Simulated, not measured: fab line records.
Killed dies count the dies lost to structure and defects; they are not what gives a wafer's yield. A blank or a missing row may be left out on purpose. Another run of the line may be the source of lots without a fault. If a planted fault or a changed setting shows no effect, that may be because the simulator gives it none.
Which of the tools did it? / flow nand-harc / 42 wafers from 14 lots sampled at 5 of the route's 1302 steps

WHAT THE GAUGES READ, wafer by wafer
NHARC_A_ZERO_WELL_INSPECT_17.
lot=L753; measured=day 7 02:02; on=defect-inspect-02; raw-defect-count=9 9 9
lot=L754; measured=day 7 03:37; on=defect-inspect-02; raw-defect-count=18 25 13
lot=L755; measured=day 7 13:44; on=defect-inspect-01; raw-defect-count=8 7 13
lot=L758; measured=day 8 17:38; on=defect-inspect-01; raw-defect-count=6 14 9
lot=L761; measured=day 10 03:07; on=defect-inspect-01; raw-defect-count=8 5 3
lot=L762; measured=day 10 21:11; on=defect-inspect-01; raw-defect-count=7 7 8
lot=L768; measured=day 13 00:16; on=defect-inspect-02; raw-defect-count=3 3 8
lot=L770; measured=day 14 05:20; on=defect-inspect-01; raw-defect-count=7 12 6
lot=L771; measured=day 14 17:13; on=defect-inspect-02; raw-defect-count=4 6 5
lot=L772; measured=day 14 23:22; on=defect-inspect-02; raw-defect-count=19 12 10
lot=L773; measured=day 15 03:17; on=defect-inspect-01; raw-defect-count=15 14 10
lot=L775; measured=day 15 15:27; on=defect-inspect-02; raw-defect-count=12 3 16
lot=L774; measured=day 15 16:23; on=defect-inspect-01; raw-defect-count=9 10 13
lot=L776; measured=day 16 08:39; on=defect-inspect-02; raw-defect-count=21 5 16

NHARC_A_SOURCE_PLATE_THK_MEAS_09: measures by ellipsometry.
lot=L753; measured=day 7 09:59; on=film-metro-02; thk-nm (nm)=9.3 9.6 9.7
lot=L754; measured=day 7 09:59; on=film-metro-01; thk-nm (nm)=9.6 8.1 10.1
lot=L755; measured=day 7 21:06; on=film-metro-01; thk-nm (nm)=11.5 11.4 10.9
lot=L758; measured=day 9 00:26; on=film-metro-02; thk-nm (nm)=11.7 8.8 8.0
lot=L761; measured=day 10 09:57; on=film-metro-01; thk-nm (nm)=9.5 9.7 10.3
lot=L762; measured=day 11 02:56; on=film-metro-02; thk-nm (nm)=10.3 9.0 9.3
lot=L768; measured=day 13 07:05; on=film-metro-01; thk-nm (nm)=10.7 9.2 9.1
lot=L770; measured=day 14 12:11; on=film-metro-02; thk-nm (nm)=8.7 9.5 9.0
lot=L771; measured=day 15 00:24; on=film-metro-02; thk-nm (nm)=10.5 11.6 10.8
lot=L772; measured=day 15 06:11; on=film-metro-01; thk-nm (nm)=10.7 8.7 9.5
lot=L773; measured=day 15 10:55; on=film-metro-01; thk-nm (nm)=10.2 9.9 9.5
lot=L775; measured=day 15 22:16; on=film-metro-02; thk-nm (nm)=9.5 11.1 11.5
lot=L774; measured=day 15 22:16; on=film-metro-01; thk-nm (nm)=7.7 8.1 11.7
lot=L776; measured=day 16 15:57; on=film-metro-01; thk-nm (nm)=10.5 10.4 10.8

NHARC_A_ONON_D1_THK_MEAS_05: measures by ellipsometry.
lot=L753; measured=day 7 23:55; on=film-metro-01; thk-nm (nm)=1020 1019 1021
lot=L754; measured=day 7 23:46; on=film-metro-01; thk-nm (nm)=1015 1016 1013
lot=L755; measured=day 8 11:14; on=film-metro-02; thk-nm (nm)=977 978 978
lot=L758; measured=day 9 17:50; on=film-metro-02; thk-nm (nm)=1004 1004 1005
lot=L761; measured=day 10 23:52; on=film-metro-02; thk-nm (nm)=1007 1594 1595
lot=L762; measured=day 11 16:44; on=film-metro-02; thk-nm (nm)=1011 1602 1599
lot=L768; measured=day 13 21:46; on=film-metro-02; thk-nm (nm)=1003 1000 1002
lot=L770; measured=day 15 05:11; on=film-metro-02; thk-nm (nm)=981 980 981
lot=L771; measured=day 15 14:46; on=film-metro-01; thk-nm (nm)=999 1001 999
lot=L772; measured=day 15 20:26; on=film-metro-02; thk-nm (nm)=998 996 998
lot=L773; measured=day 16 01:03; on=film-metro-01; thk-nm (nm)=997 1000 999
lot=L775; measured=day 16 13:08; on=film-metro-01; thk-nm (nm)=999 1001 1001
lot=L774; measured=day 16 12:49; on=film-metro-02; thk-nm (nm)=991 990 991
lot=L776; measured=day 17 06:11; on=film-metro-01; thk-nm (nm)=998 996 998

NHARC_END_SORT_01.
lot=L761; measured=day 27 15:32; on=prober-02; killed-at-array=55 668 675; killed-at-other=1 1 0; killed-at-periphery=5 8 2; killed-dies=61 677 677; killed-open=5 4 2; killed-short=0 5 0
lot=L762; measured=day 28 03:53; on=prober-01; killed-at-array=54 672 671; killed-at-other=3 3 4; killed-at-periphery=4 2 2; killed-dies=61 677 677; killed-open=5 2 4; killed-short=3 1 0

TOOL THAT RAN EACH LOT (tool first, then ch and the chambers of the sampled wafers, then the start)
lot=L753; NHARC_A_ONON_D1_DEP_03=pecvd-onon-04 ch 0, day 7 23:28
lot=L754; NHARC_A_ONON_D1_DEP_03=pecvd-onon-03 ch 0, day 7 23:19
lot=L755; NHARC_A_ONON_D1_DEP_03=pecvd-onon-01 ch 0, day 8 10:47
lot=L758; NHARC_A_ONON_D1_DEP_03=pecvd-onon-01 ch 0, day 9 17:20
lot=L761; NHARC_A_ONON_D1_DEP_03=pecvd-onon-01 ch 0, day 10 23:24
lot=L762; NHARC_A_ONON_D1_DEP_03=pecvd-onon-01 ch 0, day 11 16:13
lot=L768; NHARC_A_ONON_D1_DEP_03=pecvd-onon-03 ch 0, day 13 21:26
lot=L770; NHARC_A_ONON_D1_DEP_03=pecvd-onon-01 ch 0, day 15 04:48
lot=L771; NHARC_A_ONON_D1_DEP_03=pecvd-onon-04 ch 0, day 15 14:15
lot=L772; NHARC_A_ONON_D1_DEP_03=pecvd-onon-01 ch 0, day 15 19:58
lot=L773; NHARC_A_ONON_D1_DEP_03=pecvd-onon-04 ch 0, day 16 00:32
lot=L775; NHARC_A_ONON_D1_DEP_03=pecvd-onon-03 ch 0, day 16 12:44
lot=L774; NHARC_A_ONON_D1_DEP_03=pecvd-onon-01 ch 0, day 16 12:22
lot=L776; NHARC_A_ONON_D1_DEP_03=pecvd-onon-01 ch 0, day 17 05:40
- NHARC_A_ONON_D1_DEP_03: target thk 1000 nm.

AS READ BY THE TOOLS THEMSELVES (means over the sampled wafers that have a number; for cases with no such wafer, the mark the record gives instead)
The record holds no such reading with a usual standard deviation.

THE ANSWER, worked out from the rows above alone
Rule: what is usual is taken from the lots themselves. Put in order of their means at a reading, lots are off if they are a third of the lots or fewer, leave a main group of 4 or more, and stand apart from it by a gap of 3 or more times the standard deviation of the main group's means; of several such gaps the widest counts. A main group is skipped when, at the precision printed for the reading in the tables above, its means are all equal. Also off: a lot with no number at a reading for which 4 or more lots have one. Any other lot the step has rows for is counted as sound. Order of review: gauges by route order, followed by the tools' own readings, for which a lot's mean as printed above is used. The first step at which some lot is off is used, and at that step the reading that is off furthest; a lot without a number counts as furthest.
Off: L761, L762 (NHARC_A_ONON_D1_THK_MEAS_05, thk-nm). Main group: mean 999 nm, sd 12.
If a tool, at a process step before that reading, ran all the lots that are off and no sound lot after the first of them, it fits. The gauges at NHARC_A_ONON_D1_THK_MEAS_05 are tried like those tools. Of those tried, none fits.

WHAT THE SIMULATOR PUT IN
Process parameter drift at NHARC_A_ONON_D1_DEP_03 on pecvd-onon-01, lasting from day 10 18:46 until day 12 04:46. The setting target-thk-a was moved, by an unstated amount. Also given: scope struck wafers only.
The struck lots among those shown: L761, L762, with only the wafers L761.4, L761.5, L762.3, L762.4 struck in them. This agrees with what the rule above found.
